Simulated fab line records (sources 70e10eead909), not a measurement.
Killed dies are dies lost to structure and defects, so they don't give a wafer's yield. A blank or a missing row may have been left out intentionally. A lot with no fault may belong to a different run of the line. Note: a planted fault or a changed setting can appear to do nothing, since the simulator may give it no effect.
Which tool is to blame? / flow nandHarc / 12 lots, 36 wafers sampled, at 1 step of a route of 1302

WHAT THE GAUGES SHOWED, per wafer
NHARC_A_CHANNEL_HOLE_D1_CD_MEAS_30. Usual: 90.0 nm for cdNm, sd 1.3.
lot=L953; measured=day 9 08:14; on=cdSem-03; cdNm (nm)=87.3 89.0 87.1; flag=
lot=L954; measured=day 9 18:11; on=cdSem-03; cdNm (nm)=91.1 93.0 89.9; flag=
lot=L958; measured=day 11 11:14; on=cdSem-02; cdNm (nm)=91.0 91.1 89.8; flag=
lot=L963; measured=day 13 08:26; on=cdSem-03; cdNm (nm)=91.1 91.8 93.0; flag=
lot=L966; measured=day 14 22:07; on=cdSem-03; cdNm (nm)=88.7 89.5 91.1; flag=
lot=L968; measured=day 15 13:02; on=cdSem-02; cdNm (nm)=90.3 90.7 89.8; flag=
lot=L969; measured=day 16 02:57; on=cdSem-03; cdNm (nm)=89.6 91.1 89.4; flag=
lot=L970; measured=day 16 11:16; on=cdSem-02; cdNm (nm)=89.8 89.2 89.4; flag=
lot=L971; measured=day 16 17:49; on=cdSem-02; cdNm (nm)=91.8 92.7 89.5; flag=
lot=L973; measured=day 17 15:49; on=cdSem-03; cdNm (nm)=90.2 92.0 89.8; flag=
lot=L974; measured=day 18 01:47; on=cdSem-02; cdNm (nm)=91.3 87.8 89.9; flag=
lot=L975; measured=day 18 18:23; on=cdSem-02; cdNm (nm)=91.7 91.4 88.8; flag=

WHAT TOOL EACH LOT RAN ON (gives the tool, then ch and the chambers of the sampled wafers, and finally the start)
The record holds no process step before these readings.

AS READ BY THE TOOLS THEMSELVES (means over the sampled wafers that have a number; for cases with no such wafer, the mark the record gives instead)
The record holds no such reading with a usual standard deviation.

THE ANSWER, worked out from the rows above alone
Rule: a lot is off if the mean of its wafers that have a number lies more than 3 standard deviations from the usual mean. A lot without any number at a reading at which 4 lots or more have one is off too. Any other lot the step has rows for is counted as sound. The gauges are gone through in route order, then the tools' own readings, and for those a lot's mean is taken as printed above. At the first step where some lot is off, the reading lying furthest off is the one used; lots without a number count as furthest.
No lot is off at any reading shown: from this, nothing can be told.

WHAT WAS PUT IN BY THE SIMULATOR
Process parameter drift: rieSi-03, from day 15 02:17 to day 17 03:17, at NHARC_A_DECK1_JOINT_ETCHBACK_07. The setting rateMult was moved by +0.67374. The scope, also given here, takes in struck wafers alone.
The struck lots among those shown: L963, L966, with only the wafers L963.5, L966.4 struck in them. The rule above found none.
